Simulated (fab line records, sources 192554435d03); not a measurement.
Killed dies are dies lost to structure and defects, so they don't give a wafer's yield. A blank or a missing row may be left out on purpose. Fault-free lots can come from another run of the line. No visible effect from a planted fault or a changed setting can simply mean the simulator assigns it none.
Chamber matching :: flow n5 finfet :: ald sin-01 running N5_SD_EPI_N_LINER_46: 4 sister chambers
The step material SiNx, target thk 3 nm. 4 wafers are shown with their chamber, then 7 later ones without.

## WAFERS, EACH WITH ITS CHAMBER
wafer: L628.6
chamber: 0
heater power w (W): 916

wafer: L635.6
chamber: 1
heater power w (W): 782

wafer: L637.1
chamber: 3
heater power w (W): 834

wafer: L637.2
chamber: 2
heater power w (W): 1018

## WAFERS WITHOUT THEIR CHAMBER
wafer: L637.5
heater power w (W): 926

wafer: L638.1
heater power w (W): 821

wafer: L638.2
heater power w (W): 993

wafer: L638.6
heater power w (W): 985

wafer: L641.2
heater power w (W): 846

wafer: L641.4
heater power w (W): 781

wafer: L641.6
heater power w (W): 996

## WHICH CHAMBER EACH ONE RAN IN
wafer: L637.5
from the rows above: 0
in truth: 0

wafer: L638.1
from the rows above: can't be placed: 3 or 1
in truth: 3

wafer: L638.2
from the rows above: 2
in truth: 2

wafer: L638.6
from the rows above: can't be placed: 2 or 0
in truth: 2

wafer: L641.2
from the rows above: 3
in truth: 3

wafer: L641.4
from the rows above: 1
in truth: 1

wafer: L641.6
from the rows above: 2
in truth: 2
5 of 7 placed correctly. Unplaceable from these rows: 2, with the true chamber sitting among the candidates in 2. 0 placed wrongly.
How it was worked out, from the rows above alone: a wafer's distance from a chamber is the root of the sum, over the readings, of the square of ((its reading less the chamber's mean) divided by the reading's scatter). If the next closest chamber is less than 2 further off than the closest, the wafer can't be placed; otherwise it belongs to the closest. For every chamber, the mean is computed from those of its wafers that are shown. The scatter: with one shown wafer a chamber, the root of the mean of the squares of how far each hidden wafer lies from its nearest shown one.
